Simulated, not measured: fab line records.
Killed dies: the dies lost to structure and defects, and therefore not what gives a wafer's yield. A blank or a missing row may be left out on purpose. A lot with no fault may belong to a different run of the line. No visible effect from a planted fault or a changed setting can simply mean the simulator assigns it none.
fab line records	flow nandHarc
record: lots: 24	wafers: 72	lastDay: 33
route steps=1302 shown A_STAIRCASE@856 A_SGD_CUT@901
lots that met no fault: from a run of the same line without faults
startH: the number of hours between the record's first day and the start of the first shown wafer of the lot	waitH: how many hours have passed since the lot's step before this one	" same as the row above	L1.1+2: a single row standing in for several wafers	- value missing, or start not given	* or withheld: withheld	< > ~ a bound
route shown NAME@n: names a module that has steps shown in the file, with the first one's number in the route	usual: average and standard deviation across the fault-free wafers	same: alike in all rows	chamber/n: place in a boat	sites: the reading at each site	_std_site: how widely they spread, as a standard deviation	_edge_site: outer sites' mean less inner sites'	radiusMm: for every site, how far away it sits from the centre of the wafer	mask NAME#n: copy n	behind: tool/chamber where the wafer was last shaped	hold: the reason the lot was held/the length of the hold in hours/how it ended	device: whichever transistor did not switch (one of n, p or np)	end of line: at the end of the route, the tests of the same wafers	where a step has no rows: the recipe by itself	killed: at the first sort, the dies lost to defects and structure; wafer yield is something else	map: a wafer's dies, marking killed ones x, the rest . and places with no die _
set.NAME: setting as actually run; set.NAME@STEP: the setting as run at that earlier step	model.NAME: the simulator's own value behind a step, which no gauge read
one table for each step of the route and one row for each wafer, over a sample of lots
services: a tool's chamber out of use, with start hour (startH, from the record's first day; less than 0 if before it), hours out, and reason
== steps ==
step: NHARC_A_STAIRCASE_DEP_325
recipe: targetThkA: 72000	tempC: 400	targetThkNm: 7200	teosFlowSccm: 200	rfW: 500	material: SiO2
usual: heaterPowerOuterW: 392/51	heaterPowerW: 664/67
lot.wafer	tool	chamber	startH	waitH	heaterPowerOuterW	heaterPowerW	sinceWetCleanH
L074.1	pecvd-04	2	428.01	0.1	501	860	146
L074.6	"	0	"	"	339	599	-
L074.5	"	1	"	"	372	606	-
L075.2	pecvd-02	1	428.10	0.2	455	768	165
L075.3	"	2	"	"	371	640	165
L075.6	"	2	"	"	328	615	-
L076.2	pecvd-02	1	444.89	0.1	352	584	0
L076.6	"	1	"	"	339	590	-
L076.4	"	2	"	"	316	591	-
L078.1	pecvd-03	0	451.69	0.8	396	699	72
L078.5	"	2	"	"	418	674	-
L078.4	"	0	"	"	347	661	-
L079.3	pecvd-02	2	459.57	0.2	352	646	15
L079.1	"	0	"	"	451	661	15
L079.6	"	1	"	"	350	574	-
L077.1	pecvd-03	0	459.66	0.3	368	674	80
L077.6	"	2	"	"	418	670	-
L077.5	"	0	"	"	353	656	-
L080.2	pecvd-02	0	460.14	0.7	456	679	16
L080.1	"	1	"	"	349	593	16
L080.6	"	0	"	"	384	596	-
L082.1	pecvd-04	0	485.18	0.1	423	736	22
L082.3	"	1	"	"	444	710	22
L082.2	"	2	"	"	400	718	22
L081.3	pecvd-03	2	485.27	0.2	447	698	106
L081.1	"	0	"	"	457	811	106
L081.4	"	1	"	"	343	597	-
L083.3	pecvd-02	1	502.37	0.3	455	757	58
L083.4	"	2	"	"	312	586	-
L083.5	"	1	"	"	335	589	-
L085.1	pecvd-03	0	521.42	0.1	474	810	142
L085.4	"	1	"	"	348	582	-
L085.6	"	2	"	"	415	665	-
L084.2	pecvd-04	1	521.57	0.2	467	742	59
L084.3	"	1	"	"	388	654	-
L084.6	"	1	"	"	398	641	-
L086.1	pecvd-03	1	532.35	0.2	367	622	153
L086.4	"	1	"	"	347	593	-
L086.5	"	2	"	"	409	668	-
L088.1	pecvd-04	1	559.51	0.1	463	768	97
L088.5	"	2	"	"	326	628	-
L088.6	"	0	"	"	357	645	-
L087.2	pecvd-02	2	559.84	0.4	411	736	115
L087.4	"	0	"	"	383	595	-
L087.5	"	1	"	"	341	585	-
L089.3	pecvd-04	2	560.08	0.6	434	764	97
L089.4	"	2	"	"	331	616	-
L089.5	"	1	"	"	385	634	-
L090.1	pecvd-02	2	560.31	0.9	411	728	116
L090.6	"	1	"	"	337	594	-
L090.5	"	0	"	"	388	590	-
L093.3	pecvd-04	0	604.06	0.1	480	824	141
L093.2	"	1	"	"	422	677	141
L093.4	"	2	"	"	327	640	-
L091.3	pecvd-02	0	604.07	0.1	466	675	160
L091.1	"	2	"	"	425	722	160
L091.4	"	0	"	"	397	580	-
L092.1	pecvd-03	2	604.16	0.2	460	723	44
L092.2	"	0	"	"	373	672	44
L092.4	"	2	"	"	379	614	-
L094.3	pecvd-02	0	626.96	0.1	457	676	1
L094.5	"	0	"	"	381	561	-
L094.6	"	1	"	"	345	610	-
L095.3	pecvd-02	0	633.01	0.2	390	589	7
L095.1	"	1	"	"	443	714	8
L095.4	"	0	"	"	371	557	-
L096.6	pecvd-03	1	633.17	0.3	344	598	-
L096.4	"	2	"	"	371	639	-
L096.5	"	0	"	"	370	690	-
L097.1	pecvd-04	2	648.73	0.3	410	757	5
L097.6	"	0	"	"	350	674	-
L097.4	"	2	"	"	377	702	-
step: NHARC_A_STAIRCASE_ETCH_444
recipe: targetDepthA: 2.04e+05	timeS: 6800	c4f8FlowSccm: 20	o2FlowSccm: 10	arFlowSccm: withheld	rfW: 600	biasW: 1000	chemistry: C4F8/O2
usual: oesProductAu: 0.934/0.016	rfVppV: 806/5.2
lot.wafer	tool	chamber	startH	waitH	oesProductAu	rfHoursCounterH	rfVppV
L075.3	rieDiel-09	0	441.49	1.0	0.925	41	813
L075.2	"	1	"	"	0.931	37	813
L075.6	"	3	"	"	0.921	-	804
L074.1	rieDiel-02	3	442.16	1.5	0.948	11	815
L074.5	"	0	"	"	0.946	-	803
L074.6	"	1	"	"	0.949	-	800
L076.2	rieDiel-02	2	454.05	0.5	0.932	14	806
L076.4	"	0	"	"	0.916	16	801
L076.6	"	1	"	"	0.920	-	800
L078.4	rieDiel-09	1	461.41	0.5	0.917	42	814
L078.1	"	3	"	"	0.926	50	805
L078.5	"	0	"	"	0.928	-	811
L080.1	rieDiel-09	2	470.48	0.1	0.908	50	807
L080.2	"	1	471.91	1.5	0.907	49	812
L080.6	"	2	"	"	0.917	-	804
L077.1	rieDiel-02	2	470.64	0.1	0.926	22	810
L077.5	"	2	472.50	1.9	0.925	-	808
L077.6	"	3	"	"	0.919	-	817
L079.1	rieDiel-06	2	471.26	1.0	0.928	57	813
L079.3	"	3	"	"	0.929	58	810
L079.6	"	1	"	"	0.933	-	800
L081.1	rieDiel-09	1	495.15	0.1	0.919	56	813
L081.4	"	2	"	"	0.933	58	804
L081.3	"	3	"	"	0.922	62	807
L082.1	rieDiel-06	2	495.46	0.5	0.962	1	814
L082.3	"	3	"	"	0.981	1	807
L082.2	"	0	"	"	0.974	1	806
L083.3	rieDiel-09	3	510.89	0.5	0.984	1	806
L083.4	"	0	"	"	0.960	1	812
L083.5	"	3	512.78	2.4	0.976	-	805
L085.4	rieDiel-06	1	530.15	0.1	0.943	16	801
L085.1	"	3	"	"	0.968	13	808
L085.6	"	2	532.52	2.4	0.963	-	813
L084.2	rieDiel-02	2	530.41	0.5	0.923	39	809
L084.3	"	0	"	"	0.923	37	799
L084.6	"	1	"	"	0.920	-	802
L086.1	rieDiel-02	1	541.23	0.5	0.940	44	800
L086.4	"	2	"	"	0.941	44	808
L086.5	"	0	"	"	0.922	-	801
L087.2	rieDiel-09	0	568.24	0.6	0.927	17	811
L087.4	"	2	"	"	0.932	14	805
L087.5	"	0	"	"	0.929	-	811
L090.1	rieDiel-06	1	568.53	0.7	0.933	30	798
L090.5	"	0	569.96	2.1	0.921	-	806
L090.6	"	1	"	"	0.923	-	799
L089.3	rieDiel-02	2	568.87	1.1	0.917	53	809
L089.4	"	3	"	"	0.927	48	816
L089.5	"	0	"	"	0.914	-	801
L088.1	rieDiel-09	1	571.11	3.5	0.940	19	813
L088.5	"	0	572.55	4.9	0.946	-	811
L088.6	"	1	"	"	0.940	-	812
L092.4	rieDiel-06	1	613.39	0.5	0.924	47	800
L092.2	"	2	"	"	0.925	41	812
L092.1	"	3	"	"	0.937	37	809
L093.4	rieDiel-02	0	613.57	0.5	0.945	7	802
L093.2	"	1	"	"	0.943	7	800
L093.3	"	2	"	"	0.951	8	808
L091.4	rieDiel-02	1	616.42	3.3	0.952	9	800
L091.3	"	2	"	"	0.946	10	807
L091.1	"	3	"	"	0.950	11	814
L094.3	rieDiel-06	1	636.90	1.0	0.927	55	799
L094.5	"	3	"	"	0.929	-	807
L094.6	"	0	"	"	0.925	-	805
L095.1	rieDiel-06	2	641.86	0.2	0.923	50	811
L095.4	"	3	"	"	0.927	48	806
L095.3	"	1	"	"	0.931	57	799
L096.4	rieDiel-02	2	642.60	1.1	0.924	17	806
L096.5	"	0	"	"	0.936	-	801
L096.6	"	1	"	"	0.929	-	799
L097.1	rieDiel-06	3	658.69	1.0	0.937	55	808
L097.4	"	0	"	"	0.925	58	806
L097.6	"	2	"	"	0.923	-	812
step: NHARC_A_STAIRCASE_CMP_152
usual: motorCurrentA: 12.5/0.97	padLifeWafers: 222/93	slurryFlowMlMin: 149.9/0.46
lot.wafer	tool	chamber	startH	waitH	motorCurrentA	padLifeWafers	slurryFlowMlMin
L075.3	cmp-04	3	445.81	0.1	11.8	157	150.0
L075.2	"	0	"	"	10.9	158	149.8
L075.6	"	3	"	"	12.3	-	149.8
L074.1	cmp-01	2	445.99	0.1	13.5	181	149.2
L074.5	"	1	"	"	14.4	-	149.3
L074.6	"	2	"	"	14.2	-	149.7
L076.4	cmp-04	3	458.88	0.1	11.8	228	150.2
L076.2	"	0	"	"	11.0	229	150.1
L076.6	"	0	"	"	10.9	-	150.9
L078.1	cmp-04	2	466.19	0.1	13.5	252	150.0
L078.4	"	1	"	"	11.7	255	150.0
L078.5	"	3	"	"	12.7	-	150.4
L079.3	cmp-04	0	475.57	0.1	10.6	301	149.5
L079.1	"	1	"	"	11.3	302	150.1
L079.6	"	0	"	"	11.3	-	149.8
L080.1	cmp-03	0	475.76	0.1	12.0	60	149.6
L080.2	"	3	"	"	12.8	63	149.9
L080.6	"	1	"	"	11.9	-	149.6
L077.1	cmp-01	1	475.88	0.1	13.9	338	149.4
L077.6	"	3	"	"	10.5	-	149.7
L077.5	"	0	"	"	12.3	-	150.1
L082.2	cmp-04	0	500.27	0.1	10.8	403	149.8
L082.3	"	1	"	"	11.8	404	149.9
L082.1	"	2	"	"	13.6	405	150.0
L081.1	cmp-03	0	500.41	0.1	12.1	162	149.6
L081.4	"	1	"	"	12.4	163	149.3
L081.3	"	2	"	"	13.9	164	150.0
L083.3	cmp-03	3	515.68	0.1	12.6	222	149.3
L083.4	"	1	"	"	11.7	224	151.1
L083.5	"	3	"	"	12.4	-	149.1
L084.3	cmp-01	0	535.18	0.1	12.3	132	149.2
L084.2	"	2	"	"	13.5	134	150.2
L084.6	"	1	"	"	13.9	-	149.7
L085.1	cmp-03	2	535.43	0.1	12.7	301	149.3
L085.4	"	0	"	"	13.0	303	149.7
L085.6	"	1	"	"	11.6	-	150.3
L086.4	cmp-01	0	546.04	0.1	12.7	187	151.0
L086.1	"	1	"	"	13.4	188	150.2
L086.5	"	3	"	"	11.2	-	150.1
L087.4	cmp-01	2	573.15	0.1	14.3	301	150.2
L087.2	"	0	"	"	13.3	303	149.8
L087.5	"	1	"	"	12.9	-	150.0
L089.4	cmp-04	3	573.16	0.1	11.4	276	150.2
L089.3	"	0	"	"	10.7	277	150.3
L089.5	"	0	"	"	10.6	-	150.0
L090.1	cmp-03	3	573.35	0.1	12.3	73	150.1
L090.5	"	2	"	"	13.1	-	149.5
L090.6	"	3	"	"	12.4	-	149.9
L088.1	cmp-03	1	576.07	0.1	11.3	99	150.0
L088.5	"	2	"	"	12.9	-	150.6
L088.6	"	3	"	"	12.1	-	149.1
L092.4	cmp-03	3	618.21	0.1	12.4	265	150.0
L092.2	"	0	"	"	12.6	266	150.3
L092.1	"	1	"	"	12.4	267	149.8
L093.2	cmp-04	1	618.37	0.1	12.3	37	149.8
L093.4	"	2	"	"	13.9	38	149.7
L093.3	"	3	"	"	11.2	39	150.0
L091.3	cmp-03	0	621.26	0.1	12.7	288	150.2
L091.1	"	1	"	"	12.2	289	149.9
L091.4	"	2	"	"	12.7	290	149.8
L094.3	cmp-01	0	641.27	0.1	12.7	213	148.9
L094.6	"	1	"	"	13.3	-	150.1
L094.5	"	2	"	"	13.4	-	149.7
L096.4	cmp-01	1	646.94	0.1	13.1	243	149.2
L096.6	"	2	"	"	13.8	-	150.5
L096.5	"	3	"	"	11.6	-	150.6
L095.1	cmp-01	0	647.16	0.1	12.3	252	150.2
L095.4	"	2	"	"	13.6	254	149.1
L095.3	"	3	"	"	11.6	255	150.2
L097.1	cmp-01	3	663.01	0.1	11.6	337	150.2
L097.4	"	0	"	"	12.6	338	149.0
L097.6	"	3	"	"	11.2	-	150.3
step: NHARC_A_SGD_CUT_CD_MEAS_09
recipe: targetCdNm: 100	landingEnergyEv: 500
usual: cdNm: 100.0/0.48
lot.wafer	tool	chamber	startH	waitH	cdNm
L075.2	cdSem-02	0	448.30	-	99.8
L075.3	"	0	"	"	99.7
L075.6	"	0	"	"	100.1
L074.1	cdSem-01	0	448.47	-	100.5
L074.5	"	0	"	"	99.7
L074.6	"	0	"	"	101.1
L076.2	cdSem-03	0	461.75	-	99.9
L076.4	"	0	"	"	100.0
L076.6	"	0	"	"	100.6
L078.1	cdSem-03	0	468.69	-	99.4
L078.4	"	0	"	"	100.0
L078.5	"	0	"	"	99.7
L079.1	cdSem-03	0	477.96	-	100.9
L079.3	"	0	"	"	100.1
L079.6	"	0	"	"	100.6
L080.1	cdSem-02	0	478.26	-	100.2
L080.2	"	0	"	"	100.3
L080.6	"	0	"	"	99.6
L077.1	cdSem-01	0	478.44	-	99.8
L077.5	"	0	"	"	99.4
L077.6	"	0	"	"	99.8
L081.1	cdSem-01	0	503.49	-	101.3
L081.3	"	0	"	"	100.2
L081.4	"	0	"	"	100.3
L082.1	cdSem-01	0	503.65	-	99.6
L082.2	"	0	"	"	100.2
L082.3	"	0	"	"	100.1
L083.3	cdSem-01	0	518.19	-	100.0
L083.4	"	0	"	"	101.0
L083.5	"	0	"	"	100.3
L084.2	cdSem-02	0	537.80	-	100.2
L084.3	"	0	"	"	99.9
L084.6	"	0	"	"	100.1
L085.1	cdSem-03	0	537.96	-	99.7
L085.4	"	0	"	"	99.5
L085.6	"	0	"	"	99.9
L086.1	cdSem-03	0	548.56	-	100.9
L086.4	"	0	"	"	100.4
L086.5	"	0	"	"	100.6
L089.3	cdSem-02	0	576.00	-	99.3
L089.4	"	0	"	"	99.6
L089.5	"	0	"	"	100.4
L087.2	cdSem-01	0	576.17	-	100.0
L087.4	"	0	"	"	100.7
L087.5	"	0	"	"	100.1
L090.1	cdSem-03	0	576.32	-	99.6
L090.5	"	0	"	"	99.4
L090.6	"	0	"	"	98.9
L088.1	cdSem-03	0	578.65	-	100.7
L088.5	"	0	"	"	100.0
L088.6	"	0	"	"	99.6
L092.1	cdSem-02	0	620.60	-	99.7
L092.2	"	0	"	"	99.2
L092.4	"	0	"	"	99.0
L093.2	cdSem-02	0	620.90	-	99.6
L093.3	"	0	"	"	100.1
L093.4	"	0	"	"	100.2
L091.1	cdSem-01	0	623.77	-	99.5
L091.3	"	0	"	"	99.0
L091.4	"	0	"	"	99.4
L094.3	cdSem-02	0	644.04	-	99.4
L094.5	"	0	"	"	100.3
L094.6	"	0	"	"	99.3
L096.4	cdSem-02	0	649.41	-	99.9
L096.5	"	0	"	"	100.4
L096.6	"	0	"	"	99.7
L095.1	cdSem-01	0	649.68	-	100.1
L095.3	"	0	"	"	100.1
L095.4	"	0	"	"	99.7
L097.1	cdSem-02	0	665.42	-	99.9
L097.4	"	0	"	"	99.4
L097.6	"	0	"	"	100.5
step: NHARC_A_SGD_CUT_ETCH_15
recipe: targetDepthA: 750	timeS: 64.3	ch3fFlowSccm: 50	o2FlowSccm: 30	arFlowSccm: 200	rfW: 500	biasW: 100	chemistry: CH3F/O2
usual: drypumpMotorCurrentA: 5.8/0.56	o2FlowSccm: 29.99/0.095	oesProductAu: 0.963/0.018	rfVppV: 264.1/1.7	showerheadPlenumPTorr: 2.48/0.092	throttleValvePct: 20.663/0.0082
lot.wafer	tool	chamber	startH	waitH	drypumpMotorCurrentA	o2FlowSccm	oesProductAu	rfHoursCounterH	rfVppV	showerheadPlenumPTorr	throttleValvePct
L075.2	rieDiel-11	2	-	-	6.5	30.04	0.979	0.7	266.2	2.53	20.661
L075.3	"	3	"	"	6.4	30.06	0.976	1.1	262.4	2.34	20.652
L075.6	"	0	"	"	5.3	29.81	0.968	-	264.5	2.58	20.658
L074.1	rieDiel-04	1	-	-	5.9	30.13	0.959	4.0	266.3	2.62	20.663
L074.5	"	1	"	"	5.9	30.04	0.968	-	266.8	2.62	20.665
L074.6	"	2	"	"	5.7	29.91	0.949	-	260.6	2.38	20.671
L076.4	rieDiel-11	2	-	-	6.5	29.76	0.959	1.9	264.9	2.53	20.666
L076.2	"	3	"	"	6.3	30.08	0.990	2.2	262.5	2.33	20.684
L076.6	"	3	"	"	6.4	29.96	0.989	-	261.1	2.34	20.663
L078.4	rieDiel-11	1	-	-	4.9	29.91	0.947	2.3	263.1	2.44	20.647
L078.1	"	0	"	"	5.3	29.88	0.937	2.7	265.0	2.58	20.661
L078.5	"	2	"	"	6.5	29.98	0.939	-	263.7	2.53	20.670
L079.1	rieDiel-10	1	-	-	5.1	29.89	0.928	3.9	266.3	2.56	20.654
L079.3	"	2	"	"	6.5	29.99	0.922	3.6	264.0	2.52	20.651
L079.6	"	2	"	"	6.4	30.02	0.924	-	264.7	2.52	20.665
L080.1	rieDiel-11	0	-	-	5.3	29.97	0.964	3.6	267.7	2.58	20.651
L080.2	"	1	"	"	4.9	29.99	0.965	3.8	264.1	2.44	20.671
L080.6	"	2	"	"	6.5	30.11	0.968	-	264.9	2.53	20.661
L077.1	rieDiel-04	2	-	-	5.7	30.12	0.991	7.0	263.3	2.38	20.664
L077.6	"	2	"	"	5.7	30.06	0.986	-	263.9	2.37	20.653
L077.5	"	3	"	"	5.4	30.06	0.995	-	263.9	2.51	20.656
L081.3	rieDiel-04	1	-	-	5.9	29.97	0.987	7.4	267.9	2.62	20.658
L081.4	"	2	"	"	5.7	30.05	0.978	8.2	261.8	2.37	20.655
L081.1	"	3	"	"	5.4	29.86	0.959	7.7	265.1	2.51	20.678
L082.1	rieDiel-11	2	-	-	6.5	29.91	0.955	5.4	264.8	2.53	20.665
L082.2	"	3	"	"	6.4	30.08	0.986	5.2	261.9	2.33	20.665
L082.3	"	1	"	"	4.9	30.05	0.957	5.1	264.9	2.44	20.664
L083.3	rieDiel-04	0	-	-	5.6	29.99	0.973	8.6	262.3	2.40	20.661
L083.4	"	1	"	"	5.9	30.01	0.964	7.8	265.8	2.62	20.673
L083.5	"	2	"	"	5.7	30.09	0.960	-	261.6	2.37	20.654
L084.3	rieDiel-10	3	-	-	5.1	30.05	0.973	7.0	266.1	2.60	20.666
L084.2	"	0	"	"	6.4	30.12	0.990	7.8	263.8	2.50	20.667
L084.6	"	3	"	"	5.0	30.00	0.979	-	265.6	2.60	20.648
L085.1	rieDiel-11	1	-	-	4.9	29.91	0.969	7.5	263.3	2.44	20.668
L085.4	"	0	"	"	5.3	29.81	0.954	7.5	267.4	2.58	20.663
L085.6	"	2	"	"	6.5	29.69	0.969	-	267.3	2.53	20.655
L086.4	rieDiel-04	2	-	-	5.7	29.95	0.942	0.3	264.1	2.37	20.661
L086.1	"	0	"	"	5.6	30.11	0.954	0.4	263.4	2.40	20.667
L086.5	"	2	"	"	5.7	30.02	0.944	-	262.3	2.37	20.664
L089.3	rieDiel-04	0	-	-	5.6	30.00	0.970	2.3	263.0	2.40	20.664
L089.4	"	1	"	"	5.9	30.06	0.968	2.1	266.2	2.62	20.672
L089.5	"	3	"	"	5.4	30.09	0.970	-	265.1	2.51	20.665
L087.2	rieDiel-11	3	-	-	6.4	29.97	0.966	9.7	260.9	2.33	20.662
L087.4	"	0	"	"	5.3	30.10	0.946	9.7	266.4	2.58	20.653
L087.5	"	2	"	"	6.5	30.07	0.957	-	265.2	2.53	20.664
L090.1	rieDiel-10	3	-	-	5.0	29.96	0.930	10.8	267.1	2.60	20.657
L090.5	"	2	"	"	6.4	30.04	0.950	-	265.1	2.52	20.661
L090.6	"	3	"	"	5.0	29.86	0.935	-	264.9	2.60	20.670
L088.1	rieDiel-04	1	-	-	5.9	29.83	0.982	2.5	266.4	2.62	20.672
L088.5	"	2	"	"	5.7	29.88	0.950	-	261.9	2.37	20.652
L088.6	"	3	"	"	5.4	30.00	0.970	-	265.8	2.51	20.656
L092.2	rieDiel-11	3	-	-	6.4	29.94	0.981	0.6	260.3	2.33	20.663
L092.4	"	0	"	"	5.3	29.99	0.961	0.5	265.5	2.57	20.653
L092.1	"	1	"	"	4.9	29.83	0.971	0.5	262.9	2.44	20.651
L093.3	rieDiel-04	2	-	-	5.7	30.04	0.969	4.3	263.0	2.37	20.668
L093.4	"	3	"	"	5.4	30.09	0.962	4.2	265.3	2.51	20.660
L093.2	"	1	"	"	5.9	30.01	0.981	4.9	265.7	2.62	20.661
L091.3	rieDiel-04	1	-	-	5.9	30.05	0.970	5.3	265.1	2.62	20.675
L091.1	"	3	"	"	5.4	30.04	0.990	4.5	265.3	2.51	20.670
L091.4	"	0	"	"	5.6	30.00	0.984	5.1	262.4	2.40	20.661
L094.3	rieDiel-11	3	-	-	6.4	29.94	0.921	1.4	262.4	2.33	20.666
L094.6	"	2	"	"	6.5	30.02	0.928	-	265.4	2.53	20.666
L094.5	"	3	"	"	6.4	29.97	0.931	-	260.6	2.33	20.659
L096.4	rieDiel-10	2	-	-	6.5	29.96	0.984	4.2	264.4	2.51	20.665
L096.5	"	0	"	"	6.4	30.00	0.977	-	263.8	2.50	20.655
L096.6	"	1	"	"	5.1	30.12	0.953	-	266.4	2.55	20.649
L095.4	rieDiel-11	0	-	-	5.3	30.16	0.984	1.8	266.1	2.57	20.639
L095.3	"	1	"	"	4.9	29.96	0.961	2.3	264.0	2.44	20.666
L095.1	"	3	"	"	6.4	30.07	0.982	2.2	260.7	2.33	20.651
L097.1	rieDiel-11	3	-	-	6.3	29.98	0.968	4.0	262.2	2.33	20.666
L097.4	"	1	"	"	4.9	29.93	0.973	3.8	264.0	2.44	20.679
L097.6	"	3	"	"	6.4	30.04	0.959	-	263.5	2.33	20.670
step: NHARC_A_SGD_CUT_CMP_21
recipe: targetThkNm: 148.19
usual: motorCurrentA: 12.4/0.95	padLifeWafers: 169/94	slurryFlowMlMin: 150.1/0.49	timeToEndpointS: 48.8/2.3
lot.wafer	tool	chamber	startH	waitH	motorCurrentA	padLifeWafers	slurryFlowMlMin	timeToEndpointS
L075.2	cmp-02	1	454.66	0.4	11.6	80	150.7	48.1
L075.3	"	2	"	"	13.3	81	151.2	48.5
L075.6	"	3	"	"	11.3	-	150.1	51.8
L074.1	cmp-03	0	454.69	0.4	12.9	357	150.2	52.1
L074.6	"	1	"	"	12.5	-	149.8	47.2
L074.5	"	2	"	"	13.7	-	149.6	50.0
L076.4	cmp-02	0	468.04	0.4	13.5	132	149.7	50.9
L076.2	"	1	"	"	12.2	133	149.8	46.7
L076.6	"	1	"	"	11.7	-	150.0	50.5
L078.4	cmp-03	0	474.89	0.4	13.1	49	150.8	51.8
L078.1	"	2	"	"	13.6	51	150.8	46.6
L078.5	"	0	"	"	13.3	-	151.4	49.5
L080.1	cmp-04	0	487.15	0.4	10.7	348	149.9	49.8
L080.2	"	3	"	"	11.2	351	149.5	51.4
L080.6	"	1	"	"	12.0	-	149.6	47.9
L079.1	cmp-02	0	487.20	0.4	13.6	200	149.8	49.8
L079.3	"	1	"	"	11.4	201	151.0	49.9
L079.6	"	3	"	"	11.0	-	149.4	52.3
L077.1	cmp-03	2	487.28	0.5	12.7	110	151.0	49.1
L077.6	"	0	"	"	13.4	-	150.0	52.5
L077.5	"	1	"	"	12.3	-	149.2	49.4
L081.4	cmp-04	2	509.83	0.4	14.3	12	149.9	46.6
L081.1	"	3	"	"	11.5	13	150.6	52.3
L081.3	"	1	"	"	12.1	15	150.5	52.1
L082.1	cmp-03	3	509.83	0.4	12.6	198	150.7	50.8
L082.2	"	1	"	"	12.4	200	149.9	47.7
L082.3	"	2	"	"	13.8	201	149.6	46.6
L083.4	cmp-03	0	526.63	0.4	13.1	259	149.2	50.1
L083.3	"	1	"	"	11.4	260	150.1	47.0
L083.5	"	0	"	"	13.0	-	149.8	49.5
L084.3	cmp-04	2	545.65	0.4	13.1	168	150.5	47.7
L084.2	"	3	"	"	12.7	169	149.5	50.1
L084.6	"	3	"	"	12.1	-	149.4	47.1
L085.4	cmp-02	3	545.70	0.4	11.3	56	150.4	48.6
L085.1	"	0	"	"	13.3	57	149.8	48.1
L085.6	"	1	"	"	11.6	-	148.5	44.2
L086.4	cmp-02	1	555.15	0.4	11.3	91	149.9	45.1
L086.1	"	3	"	"	10.6	93	150.0	48.2
L086.5	"	0	"	"	14.1	-	150.1	46.1
L087.4	cmp-04	3	582.31	0.4	12.2	318	150.3	48.8
L087.2	"	2	"	"	13.4	321	149.5	48.6
L087.5	"	3	"	"	11.6	-	150.2	45.7
L089.3	cmp-03	0	582.31	0.4	13.7	120	150.9	48.8
L089.4	"	2	"	"	13.4	122	149.2	47.4
L089.5	"	0	"	"	13.1	-	149.6	50.1
L090.1	cmp-02	3	582.39	0.4	10.9	195	150.2	50.5
L090.6	"	0	"	"	13.5	-	149.6	48.8
L090.5	"	1	"	"	11.8	-	150.6	47.8
L088.1	cmp-03	2	582.49	0.5	13.7	127	149.8	46.4
L088.5	"	1	"	"	12.0	-	150.0	50.7
L088.6	"	2	"	"	13.1	-	149.3	48.0
L092.2	cmp-03	3	626.68	0.4	13.0	312	150.2	51.7
L092.1	"	1	"	"	12.0	314	150.6	48.6
L092.4	"	2	"	"	13.3	315	150.1	47.4
L093.3	cmp-04	2	626.85	0.5	12.9	85	150.3	51.8
L093.2	"	3	"	"	12.4	86	150.5	49.5
L093.4	"	0	"	"	11.7	87	149.5	47.1
L091.4	cmp-04	2	629.71	0.4	13.0	96	150.4	45.1
L091.1	"	3	"	"	11.8	97	150.2	49.7
L091.3	"	1	"	"	12.3	99	149.0	45.2
L094.3	cmp-04	2	651.17	0.4	13.6	188	150.8	45.2
L094.6	"	0	"	"	11.2	-	150.5	43.6
L094.5	"	1	"	"	12.2	-	150.6	45.0
L096.4	cmp-04	0	655.50	0.4	10.9	210	149.9	49.9
L096.5	"	0	"	"	11.2	-	150.3	53.9
L096.6	"	1	"	"	11.9	-	150.7	49.4
L095.1	cmp-02	3	655.53	0.4	10.7	127	149.7	48.8
L095.4	"	0	"	"	13.8	128	149.9	46.8
L095.3	"	1	"	"	11.4	129	149.8	46.9
L097.1	cmp-02	2	671.49	0.4	13.5	210	150.1	45.6
L097.4	"	3	"	"	10.6	211	151.0	46.8
L097.6	"	3	"	"	11.3	-	149.6	46.8
== services ==
tool	chamber	startH	hours	kind
cmp-04	-	405.00	4.0	pm
rieDiel-11	0	424.46	1.5	repair
rieDiel-04	1	426.74	13.9	repair
pecvd-02	-	431.69	13.0	pm
rieDiel-11	-	432.56	9.0	pm
pecvd-02	-	450.17	0.5	repair
cmp-03	-	456.00	4.0	pm
rieDiel-11	-	458.83	0.9	repair
pecvd-02	-	491.29	1.2	repair
cmp-04	-	503.00	4.0	pm
rieDiel-11	3	514.63	3.9	repair
cmp-03	-	520.52	1.1	repair
rieDiel-11	1	524.46	4.9	repair
cmp-03	-	539.37	1.5	repair
cmp-03	-	554.00	4.0	pm
cmp-04	-	560.48	2.8	repair
rieDiel-11	1	569.09	6.0	repair
cmp-04	-	583.31	3.7	repair
cmp-04	-	601.00	4.0	pm
rieDiel-11	-	609.56	9.0	pm
pecvd-02	-	612.69	13.0	pm
cmp-03	-	629.03	69.1	repair
pecvd-02	1	642.69	4.1	repair
pecvd-02	1	658.17	4.2	repair
== key ==
fault none
